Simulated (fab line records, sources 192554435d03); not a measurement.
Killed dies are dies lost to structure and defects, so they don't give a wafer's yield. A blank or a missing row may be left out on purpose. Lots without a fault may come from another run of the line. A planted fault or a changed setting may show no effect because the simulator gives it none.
fab line records | flow n5_finfet
record lots=10 wafers=30 last_day=16
route steps=1938 shown BEOL_M8@1374 PASSIVATION@1936
lots that met no fault: from a run of the same line without faults
start_h: hours from the record's first day to the start of the lot's first wafer shown | wait_h: hours since the lot's step before | " the same as in the row above | L1.1+2: a row that stands for several wafers | - no value, or no start given | * or withheld: withheld | < > ~ a bound
route shown NAME@n: a module of which the file shows steps, and the number in the route of the first | usual: mean/standard deviation of fault-free wafers | same: alike in all rows | chamber/n: place in a boat | sites: the reading at each site | _std_site: their standard deviation | _edge_site: outer sites' mean less inner sites' | radius_mm: how far each site lies from the wafer's centre | mask NAME#n: copy n | behind: the tool/chamber that last shaped the wafer | hold: why the lot was held/for how many hours/how that ended | device: the transistor (n, p or np) that didn't switch | end of line: the same wafers' tests at the end of the route | a step without rows: its recipe alone | killed: dies lost to structure and defects at the first sort, not the wafer's yield | map: a wafer's dies, x killed, . not, _ none there
set.NAME: the setting as run; set.NAME@STEP: as run at that earlier step | model.NAME: the simulator's own value behind a step, which no gauge read
steps of the route over a sample of lots; a table a step, a row a wafer
services: from which hour (start_h, from the record's first day; less than 0 if before it) a tool's chamber was out of use, for how many hours, and why
## steps
# step N5_BEOL_M8_VIA_ETCH_34
# recipe chemistry=C4F6/O2 target=SiCOH_lowk target_depth_a=1255 mask_material=SOC taper_deg=4 time_s=50.5 ion_energy_ev=250 pressure_mtorr=30 source_w=345 bias_w=185 Ar_flow_sccm=300 C4F6_flow_sccm=10 O2_flow_sccm=10
# usual C4F6_flow_sccm=10.00/0.031 O2_flow_sccm=9.998/0.028 drypump_motor_current_A=5.7/0.54 mfc_ar_sccm=300.1/0.95 oes_product_au=0.82/0.072 rf_fwd_power_W=341.5/1.5 rf_vpp_V=664/5.8 showerhead_plenum_p_Torr=2.88/0.086 throttle_valve_pct=20.81/0.2
# columns lot.wafer tool chamber start_h wait_h C4F6_flow_sccm O2_flow_sccm drypump_motor_current_A mfc_ar_sccm oes_product_au rf_fwd_power_W rf_hours_counter_h rf_vpp_V showerhead_plenum_p_Torr throttle_valve_pct
L113.2 rie_diel-03 2 204.29 0.0 9.99 10.039 5.4 300.8 0.95 340.5 7 658 2.79 20.48
L113.3 " 1 " " 10.03 9.991 5.7 300.2 0.89 342.0 - 658 2.92 20.68
L113.5 " 1 " " 10.07 10.000 5.7 300.7 0.90 342.6 - 657 2.92 20.65
L112.4 rie_diel-02 1 204.54 0.0 9.97 10.021 4.9 299.7 0.81 339.5 94 664 2.86 20.67
L112.5 " 0 " " 9.97 9.974 6.2 299.5 0.93 343.2 - 662 3.02 20.66
L112.6 " 1 " " 10.00 10.039 4.9 299.2 0.81 339.2 - 665 2.86 20.64
L114.2 rie_diel-03 0 207.15 0.0 10.02 10.022 6.0 301.2 0.85 338.8 78 663 2.99 20.76
L114.4 " 0 " " 10.00 10.027 6.0 300.7 0.86 338.7 - 663 2.99 20.77
L114.5 " 2 " " 9.99 9.946 5.4 301.4 0.95 345.3 - 660 2.79 20.50
L117.1 rie_diel-04 1 228.04 0.0 10.01 10.074 6.6 298.7 0.72 342.4 192 677 2.94 21.25
L117.2 " 0 " " 9.95 9.980 5.8 300.5 0.93 340.8 18 658 2.79 20.73
L117.5 " 1 " " 9.98 10.033 6.6 299.6 0.73 342.3 - 678 2.94 21.26
L118.1 rie_diel-03 1 256.85 0.0 10.01 9.963 5.7 300.7 0.86 342.0 50 657 2.91 20.69
L118.5 " 2 " " 9.97 9.983 5.4 301.4 0.90 343.6 - 661 2.78 20.52
L118.6 " 3 " " 10.00 9.998 4.9 300.8 0.71 341.5 - 672 2.81 20.96
L123.3 rie_diel-02 1 269.84 0.0 10.02 9.999 4.9 299.8 0.79 339.8 118 665 2.85 20.68
L123.4 " 0 " " 9.99 10.019 6.2 299.6 0.89 343.8 40 663 3.01 20.68
L123.5 " 0 " " 9.96 10.010 6.2 299.8 0.90 343.3 - 663 3.01 20.68
L124.1 rie_diel-04 3 272.00 0.0 9.97 10.013 5.4 300.1 0.81 341.7 92 669 2.99 20.72
L124.2 " 0 " " 9.98 9.993 5.8 300.0 0.89 341.8 34 658 2.78 20.78
L124.5 " 3 " " 9.97 9.980 5.4 299.4 0.82 341.5 - 669 2.99 20.74
L125.1 rie_diel-04 3 276.05 0.0 10.01 9.961 5.4 301.8 0.81 340.2 94 666 2.99 20.75
L125.2 " 0 " " 10.06 10.014 5.8 300.9 0.89 339.4 37 659 2.78 20.77
L125.3 " 1 " " 10.04 10.001 6.6 298.4 0.72 341.5 211 676 2.93 21.29
L127.1 rie_diel-02 2 307.36 0.0 10.00 10.045 5.5 301.8 0.85 342.3 59 662 2.79 20.74
L127.2 " 1 " " 9.94 10.047 4.9 299.8 0.77 339.8 132 664 2.85 20.72
L127.4 " 0 " " 10.01 10.024 6.2 300.5 0.86 342.0 - 662 3.01 20.70
L131.2 rie_diel-03 1 307.81 0.0 9.91 10.047 5.7 301.2 0.84 340.5 69 657 2.90 20.72
L131.3 " 0 " " 10.02 9.980 6.0 300.4 0.80 337.9 117 663 2.97 20.83
L131.4 " 1 " " 9.96 9.969 5.7 298.2 0.84 340.6 - 656 2.90 20.73
# step N5_BEOL_M8_CURE_75
# recipe temp_c=370 time_s=120 ambient=DMADMS/He material=SiCOH_lowk
# usual lamp_power_pct=52.31/0.053 wafer_temp_C_max=372.1/0.75
# columns lot.wafer tool chamber start_h wait_h lamp_power_pct wafer_temp_C_max
L113.2 uv_cure-02 0 204.89 0.1 52.36 371.4
L113.3 " 0 " " 52.24 371.0
L113.5 " 0 " " 52.41 371.2
L112.4 uv_cure-01 1 205.14 0.2 52.37 371.4
L112.5 " 1 " " 52.33 371.7
L112.6 " 1 " " 52.31 371.6
L114.2 uv_cure-01 1 207.77 0.1 52.28 371.4
L114.4 " 1 " " 52.29 371.6
L114.5 " 1 " " 52.33 371.4
L117.1 uv_cure-02 2 229.24 0.8 52.31 372.5
L117.2 " 2 " " 52.26 372.3
L117.5 " 2 " " 52.26 372.5
L118.1 uv_cure-02 1 257.30 0.0 52.36 373.0
L118.5 " 1 " " 52.29 373.6
L118.6 " 1 " " 52.34 373.5
L123.3 uv_cure-01 0 270.51 0.3 52.27 372.0
L123.4 " 0 " " 52.19 371.5
L123.5 " 0 " " 52.31 371.9
L124.1 uv_cure-03 1 272.45 0.0 52.26 372.4
L124.2 " 1 " " 52.26 371.2
L124.5 " 1 " " 52.29 371.7
L125.1 uv_cure-01 0 276.49 0.0 52.31 372.2
L125.2 " 0 " " 52.32 371.8
L125.3 " 0 " " 52.43 372.1
L127.1 uv_cure-02 2 307.82 0.0 52.39 373.0
L127.2 " 2 " " 52.35 373.1
L127.4 " 2 " " 52.34 373.0
L131.2 uv_cure-02 1 308.31 0.1 52.33 372.5
L131.3 " 1 " " 52.29 373.6
L131.4 " 1 " " 52.27 372.5
# step N5_BEOL_M8_ALD_77
# recipe material=TaN target_thk_a=20 temp_c=275 ald_precursor_family=PDMAT ald_co_reactant=NH3 pressure_torr=3 carrier_flow_sccm=1500 pulse_time_s=2 purge_time_s=3 co_reactant_purge_time_s=2 co_reactant_pulse_time_s=3 ald_cycles=40 precursor_vessel_temp_c=75 precursor_vessel_pressure_torr=26.25 precursor_vessel_carrier_sccm=1000
# usual chamber_pressure_Torr=2.998/0.0063 heater_power_w=414/38 precursor_vessel_carrier_sccm=1000/3.1 susceptor_temp_C=275.00/0.18
# columns lot.wafer tool chamber start_h wait_h chamber_pressure_Torr heater_power_w precursor_vessel_carrier_sccm susceptor_temp_C
L113.2 ald_metal-02 2 205.61 0.3 2.992 448 998 275.02
L113.3 " 1 " " 3.007 438 1006 274.91
L113.5 " 0 " " 3.006 459 1001 274.77
L112.4 ald_metal-04 3 206.47 0.2 2.996 341 997 275.05
L112.5 " 1 " " 3.009 435 1010 275.16
L112.6 " 2 " " 3.003 425 1004 275.45
L114.2 ald_metal-03 2 209.68 0.0 3.005 409 1000 274.80
L114.4 " 0 " " 3.006 392 1008 275.05
L114.5 " 3 " " 2.997 395 1004 274.88
L117.1 ald_metal-04 2 229.91 0.1 2.989 430 1003 275.42
L117.2 " 3 " " 2.991 347 1002 274.98
L117.5 " 2 " " 3.001 429 1000 275.16
L118.1 ald_metal-04 1 257.99 0.1 2.991 359 1006 256.29
L118.5 " 3 " " 2.988 289 996 256.33
L118.6 " 2 " " 2.994 368 1001 256.60
L123.3 ald_metal-04 2 270.98 0.1 2.998 368 999 256.33
L123.4 " 2 " " 3.000 363 998 256.19
L123.5 " 0 " " 3.002 355 997 256.48
L124.1 ald_metal-03 0 273.01 0.0 3.003 394 1000 275.10
L124.2 " 1 " " 2.994 362 1001 275.17
L124.5 " 0 " " 3.003 384 994 274.90
L125.1 ald_metal-02 3 276.95 0.0 3.000 479 994 274.94
L125.2 " 1 " " 3.005 429 999 275.14
L125.3 " 0 " " 3.001 458 998 275.04
L127.1 ald_metal-03 0 308.37 0.1 2.995 393 999 274.79
L127.2 " 1 " " 2.999 365 997 275.13
L127.4 " 3 " " 3.006 394 1000 275.07
L131.2 ald_metal-02 2 308.87 0.0 3.001 453 1000 274.93
L131.3 " 1 " " 3.002 426 1005 274.98
L131.4 " 3 " " 2.992 474 1000 274.99
# step N5_BEOL_M8_SURFACE_TREAT_79
# recipe gas=Ar time_s=* ion_energy_ev=* ion_current_ma_cm2=0.5 pressure_mtorr=* ar_flow_sccm=30
# usual pressure_mtorr=* throttle_valve_pct=*
# columns lot.wafer tool chamber start_h wait_h pressure_mtorr throttle_valve_pct
L113.2 pvd_sputter-03 - 206.17 0.4 * *
L113.3 " - " " * *
L113.5 " - " " * *
L112.4 pvd_sputter-03 - 206.79 0.2 * *
L112.5 " - " " * *
L112.6 " - " " * *
L114.2 pvd_sputter-03 - 210.00 0.2 * *
L114.4 " - " " * *
L114.5 " - " " * *
L117.1 pvd_sputter-03 - 230.39 0.4 * *
L117.2 " - " " * *
L117.5 " - " " * *
L118.1 pvd_sputter-01 - 258.29 0.2 * *
L118.5 " - " " * *
L118.6 " - " " * *
L123.3 pvd_sputter-02 - 271.31 0.2 * *
L123.4 " - " " * *
L123.5 " - " " * *
L124.1 pvd_sputter-03 - 273.53 0.4 * *
L124.2 " - " " * *
L124.5 " - " " * *
L125.1 pvd_sputter-02 - 277.31 0.2 * *
L125.2 " - " " * *
L125.3 " - " " * *
L127.1 pvd_sputter-02 - 308.73 0.2 * *
L127.2 " - " " * *
L127.4 " - " " * *
L131.2 pvd_sputter-02 - 309.17 0.2 * *
L131.3 " - " " * *
L131.4 " - " " * *
# step N5_PASSIVATION_PROBE_49
# usual defect_limited_yield=91.3/1.3 killed_at_M0_to_M3=35/13 killed_at_M4_up=13/5.2 killed_at_contacts=12/6.2 killed_at_front_end=39/9.6 killed_at_other=3.1/2.6 killed_dies=102/16 killed_open=68/13 killed_short=33/6.9 sort_bin_5_function=5.1/0.87 sort_bin_6_memory=3.3/0.67 sort_n_pass=1078/16 sort_yield_pct=91.3/1.3
# same gross_dies=1180 killed_at_back_side=0 sort_bin_4_leakage[%]=0 sort_bin_8_speed[%]=0
# columns lot.wafer tool chamber start_h wait_h defect_limited_yield[%] killed_at_M0_to_M3 killed_at_M4_up killed_at_contacts killed_at_front_end killed_at_other killed_dies killed_open killed_short sort_bin_5_function[%] sort_bin_6_memory[%] sort_n_pass sort_yield_pct[%]
L113.2 prober-01 - 270.30 0.1 91.0 40 14 6 45 1 106 73 33 5.2 3.5 1074 91.0
L113.3 prober-01 - 270.35 0.1 92.4 25 23 3 36 3 90 62 28 4.3 3.1 1090 92.4
L113.5 prober-01 - 270.45 0.2 92.6 33 15 13 26 0 87 57 29 4.8 2.4 1093 92.6
L118.1 prober-02 - 327.61 0.0 91.4 42 10 10 36 3 101 71 30 4.3 3.9 1079 91.4
L118.5 prober-02 - 327.81 0.2 87.8 58 15 12 53 6 144 115 28 7.9 4.3 1036 87.8
L118.6 prober-02 - 327.86 0.3 88.6 64 9 11 44 7 135 94 39 6.0 4.9 1045 88.6
L123.3 prober-01 - 335.65 0.1 93.4 31 4 11 22 10 78 50 28 3.4 2.7 1102 93.4
L123.4 prober-01 - 335.70 0.2 91.6 27 19 9 30 14 99 62 36 5.2 2.9 1081 91.6
L123.5 prober-01 - 335.75 0.2 90.4 39 13 17 39 5 113 84 29 5.5 3.6 1067 90.4
# killed by level:class
L113.2 BEOL_M3:geometric_particle:open=17 FIN_SAQP:geometric_particle:open=12 FIN_SAQP:geometric_particle:short=11 BEOL_M0_SAQP:geometric_particle:short=9 BEOL_M0_SAQP:geometric_particle:open=7 STI_FIN_REVEAL:geometric_particle:open=6 DUMMY_GATE:geometric_particle:open=6 BEOL_M5:geometric_particle:open=6
L113.3 FIN_SAQP:geometric_particle:open=10 STI_FIN_REVEAL:geometric_particle:open=10 BEOL_M4:geometric_particle:open=10 BEOL_M0_SAQP:geometric_particle:short=8 STI_FIN_REVEAL:geometric_particle:short=5 BEOL_M2:geometric_particle:open=5 BEOL_M1:geometric_particle:open=4 BEOL_M4:geometric_particle:short=4
L113.5 MOL_CONTACT_COAG:geometric_particle:open=11 BEOL_M0_SAQP:geometric_particle:short=9 BEOL_M2:geometric_particle:open=8 BEOL_M0_SAQP:geometric_particle:open=8 DUMMY_GATE:geometric_particle:open=6 BEOL_M6:geometric_particle:short=5 FIN_SAQP:geometric_particle:open=4 STI_FIN_REVEAL:geometric_particle:open=4
L118.1 BEOL_M0_SAQP:geometric_particle:open=20 STI_FIN_REVEAL:geometric_particle:open=7 MOL_CONTACT_COAG:geometric_particle:open=7 FIN_SAQP:geometric_particle:open=6 BEOL_M1:geometric_particle:open=5 BEOL_M3:geometric_particle:open=5 FIN_SAQP:geometric_particle:short=4 DUMMY_GATE:geometric_particle:open=4
L118.5 STI_FIN_REVEAL:geometric_particle:open=21 BEOL_M2:geometric_particle:open=17 BEOL_M0_SAQP:geometric_particle:open=12 MOL_CONTACT_COAG:geometric_particle:open=11 BEOL_M0_SAQP:geometric_particle:short=9 DUMMY_GATE:geometric_particle:open=8 BEOL_M3:geometric_particle:open=8 FIN_SAQP:geometric_particle:open=5
L118.6 BEOL_M2:geometric_particle:open=14 FIN_SAQP:geometric_particle:open=13 BEOL_M0_SAQP:geometric_particle:open=13 MOL_CONTACT_COAG:geometric_particle:open=11 BEOL_M3:geometric_particle:open=9 STI_FIN_REVEAL:geometric_particle:open=8 BEOL_M0_SAQP:geometric_particle:short=8 BEOL_M1:geometric_particle:short=8
L123.3 BEOL_M1:geometric_particle:open=7 MOL_CONTACT_COAG:geometric_particle:open=7 BEOL_M0_SAQP:geometric_particle:open=6 BEOL_M3:geometric_particle:open=6 FIN_SAQP:geometric_particle:short=5 BEOL_M2:geometric_particle:open=5 DUMMY_GATE:geometric_particle:open=4 GATE_CUT:geometric_particle:short=4
L123.4 MOL_CONTACT_COAG:geometric_particle:open=8 BEOL_M3:geometric_particle:open=8 BEOL_M4:geometric_particle:open=8 GATE_CUT:geometric_particle:short=7 FIN_SAQP:geometric_particle:open=6 FIN_SAQP:geometric_particle:short=4 STI_FIN_REVEAL:geometric_particle:open=4 BEOL_M2:geometric_particle:open=4
L123.5 STI_FIN_REVEAL:geometric_particle:open=20 MOL_CONTACT_COAG:geometric_particle:open=17 BEOL_M0_SAQP:geometric_particle:short=11 BEOL_M0_SAQP:geometric_particle:open=9 BEOL_M4:geometric_particle:open=8 FIN_SAQP:geometric_particle:short=5 BEOL_M1:geometric_particle:open=5 BEOL_M2:geometric_particle:open=4
## services
# columns tool chamber start_h hours kind
rie_diel-04 2 190.24 6.7 repair
rie_diel-03 3 197.34 29.9 repair
rie_diel-03 2 197.76 2.9 repair
rie_diel-03 0 199.70 6.3 repair
uv_cure-01 - 214.37 1.0 pm
uv_cure-03 - 214.77 28.1 pm
rie_diel-02 - 215.16 4.3 pm
uv_cure-01 - 221.40 16.7 repair
rie_diel-02 2 225.53 14.6 repair
ald_metal-04 - 240.27 6.0 pm
ald_metal-02 - 241.83 8.7 pm
uv_cure-02 - 255.11 1.0 pm
ald_metal-04 1 263.04 40.6 repair
ald_metal-03 0 276.34 1.7 repair
rie_diel-04 1 288.71 11.0 repair
ald_metal-04 0 290.38 4.5 repair
uv_cure-03 - 293.09 1.0 pm
rie_diel-04 - 298.50 2.8 pm
rie_diel-03 3 301.67 7.3 repair
ald_metal-04 1 304.06 15.4 repair
## key
first_sign step=N5_BEOL_M8_ALD_77 reading=susceptor_temp_C direction=down sigmas=99+ usual=* struck=*
effect step=N5_BEOL_M8_ALD_77 reading=heater_power_w direction=down sigmas=1.6 usual=* struck=*
met_at N5_BEOL_M8_ALD_77
struck_lots L118,L123
not_acting_at N5_BEOL_M8_VIA_ETCH_34,N5_BEOL_M8_CURE_75,N5_BEOL_M8_SURFACE_TREAT_79
onset_between 229.91 257.99
fault kind=process_parameter_drift tool=ald_metal-04 chamber=- onset_h=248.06 steps=N5_BEOL_M8_ALD_77 channel=temp_c offset=* shape=step acts_in=* stated=*
